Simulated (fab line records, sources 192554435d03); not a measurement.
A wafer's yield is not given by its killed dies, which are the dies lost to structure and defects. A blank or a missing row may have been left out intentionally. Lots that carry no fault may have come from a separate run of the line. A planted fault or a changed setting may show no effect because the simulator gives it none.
Chamber matching || flow n5-finfet || 4 sister chambers for N5_BEOL_M1_ETCH_77 on rie-diel-03
The step etches underlayer in N2/H2, target depth 6.5 nm, time 5.2 s. 16 wafers are shown with their chamber, then 8 later ones without.

WAFERS, EACH WITH ITS CHAMBER
{"wafer": "L074.1", "chamber": 2, "showerhead-plenum-p-Torr (Torr)": 2.55, "drypump-motor-current-A (A)": 5.0, "throttle-valve-pct (%)": 17.82}
{"wafer": "L074.3", "chamber": 3, "showerhead-plenum-p-Torr (Torr)": 2.71, "drypump-motor-current-A (A)": 5.7, "throttle-valve-pct (%)": 17.54}
{"wafer": "L074.6", "chamber": 0, "showerhead-plenum-p-Torr (Torr)": 2.55, "drypump-motor-current-A (A)": 5.9, "throttle-valve-pct (%)": 17.90}
{"wafer": "L078.1", "chamber": 1, "showerhead-plenum-p-Torr (Torr)": 2.42, "drypump-motor-current-A (A)": 6.0, "throttle-valve-pct (%)": 17.91}
{"wafer": "L078.2", "chamber": 3, "showerhead-plenum-p-Torr (Torr)": 2.70, "drypump-motor-current-A (A)": 5.7, "throttle-valve-pct (%)": 17.54}
{"wafer": "L078.6", "chamber": 2, "showerhead-plenum-p-Torr (Torr)": 2.55, "drypump-motor-current-A (A)": 5.1, "throttle-valve-pct (%)": 17.82}
{"wafer": "L079.1", "chamber": 3, "showerhead-plenum-p-Torr (Torr)": 2.70, "drypump-motor-current-A (A)": 5.6, "throttle-valve-pct (%)": 17.55}
{"wafer": "L079.3", "chamber": 1, "showerhead-plenum-p-Torr (Torr)": 2.42, "drypump-motor-current-A (A)": 6.0, "throttle-valve-pct (%)": 17.93}
{"wafer": "L079.5", "chamber": 0, "showerhead-plenum-p-Torr (Torr)": 2.54, "drypump-motor-current-A (A)": 5.9, "throttle-valve-pct (%)": 17.91}
{"wafer": "L082.2", "chamber": 3, "showerhead-plenum-p-Torr (Torr)": 2.70, "drypump-motor-current-A (A)": 5.6, "throttle-valve-pct (%)": 17.56}
{"wafer": "L082.3", "chamber": 2, "showerhead-plenum-p-Torr (Torr)": 2.55, "drypump-motor-current-A (A)": 5.0, "throttle-valve-pct (%)": 17.82}
{"wafer": "L082.6", "chamber": 0, "showerhead-plenum-p-Torr (Torr)": 2.54, "drypump-motor-current-A (A)": 5.8, "throttle-valve-pct (%)": 17.90}
{"wafer": "L089.2", "chamber": 2, "showerhead-plenum-p-Torr (Torr)": 2.54, "drypump-motor-current-A (A)": 5.0, "throttle-valve-pct (%)": 17.83}
{"wafer": "L089.4", "chamber": 0, "showerhead-plenum-p-Torr (Torr)": 2.54, "drypump-motor-current-A (A)": 5.9, "throttle-valve-pct (%)": 17.95}
{"wafer": "L089.6", "chamber": 1, "showerhead-plenum-p-Torr (Torr)": 2.41, "drypump-motor-current-A (A)": 6.0, "throttle-valve-pct (%)": 17.95}
{"wafer": "L090.1", "chamber": 2, "showerhead-plenum-p-Torr (Torr)": 2.54, "drypump-motor-current-A (A)": 5.0, "throttle-valve-pct (%)": 17.87}

SIGNATURES (averages over the wafers above)
{"reading": "showerhead-plenum-p-Torr", "chamber 0": 2.5425, "chamber 1": 2.4167, "chamber 2": 2.5460, "chamber 3": 2.7025, "scatter within a chamber": 0.0053}
{"reading": "drypump-motor-current-A", "chamber 0": 5.875, "chamber 1": 6.000, "chamber 2": 5.020, "chamber 3": 5.650, "scatter within a chamber": 0.0461}
{"reading": "throttle-valve-pct", "chamber 0": 17.9150, "chamber 1": 17.9300, "chamber 2": 17.8320, "chamber 3": 17.5475, "scatter within a chamber": 0.0197}
Rule: distance of a wafer from a chamber = root of the sum over the readings of ((wafer's reading minus chamber's mean) / reading's scatter) squared. The wafer belongs to the nearest chamber; if the next one is less than 2 further off, it can't be placed. The scatter is the square root of a quotient: the sum, over the shown wafers, of each reading's squared deviation from its chamber's mean, divided by wafers minus chambers.

WAFERS WITH NO CHAMBER GIVEN
{"wafer": "L090.2", "showerhead-plenum-p-Torr (Torr)": 2.69, "drypump-motor-current-A (A)": 5.7, "throttle-valve-pct (%)": 17.58}
{"wafer": "L090.6", "showerhead-plenum-p-Torr (Torr)": 2.69, "drypump-motor-current-A (A)": 5.7, "throttle-valve-pct (%)": 17.56}
{"wafer": "L091.4", "showerhead-plenum-p-Torr (Torr)": 2.69, "drypump-motor-current-A (A)": 5.7, "throttle-valve-pct (%)": 17.56}
{"wafer": "L091.5", "showerhead-plenum-p-Torr (Torr)": 2.54, "drypump-motor-current-A (A)": 5.9, "throttle-valve-pct (%)": 17.94}
{"wafer": "L091.6", "showerhead-plenum-p-Torr (Torr)": 2.41, "drypump-motor-current-A (A)": 6.0, "throttle-valve-pct (%)": 17.97}
{"wafer": "L094.1", "showerhead-plenum-p-Torr (Torr)": 2.69, "drypump-motor-current-A (A)": 5.7, "throttle-valve-pct (%)": 17.60}
{"wafer": "L094.3", "showerhead-plenum-p-Torr (Torr)": 2.41, "drypump-motor-current-A (A)": 6.0, "throttle-valve-pct (%)": 17.95}
{"wafer": "L094.6", "showerhead-plenum-p-Torr (Torr)": 2.54, "drypump-motor-current-A (A)": 5.1, "throttle-valve-pct (%)": 17.89}

WHICH CHAMBER EACH ONE RAN IN
{"wafer": "L090.2", "from the rows above": 3, "in truth": 3}
{"wafer": "L090.6", "from the rows above": 3, "in truth": 3}
{"wafer": "L091.4", "from the rows above": 3, "in truth": 3}
{"wafer": "L091.5", "from the rows above": 0, "in truth": 0}
{"wafer": "L091.6", "from the rows above": 1, "in truth": 1}
{"wafer": "L094.1", "from the rows above": 3, "in truth": 3}
{"wafer": "L094.3", "from the rows above": 1, "in truth": 1}
{"wafer": "L094.6", "from the rows above": 2, "in truth": 2}
Placed correctly: 8 of 8. Can't be placed from these rows: 0. Wrongly placed: 0.
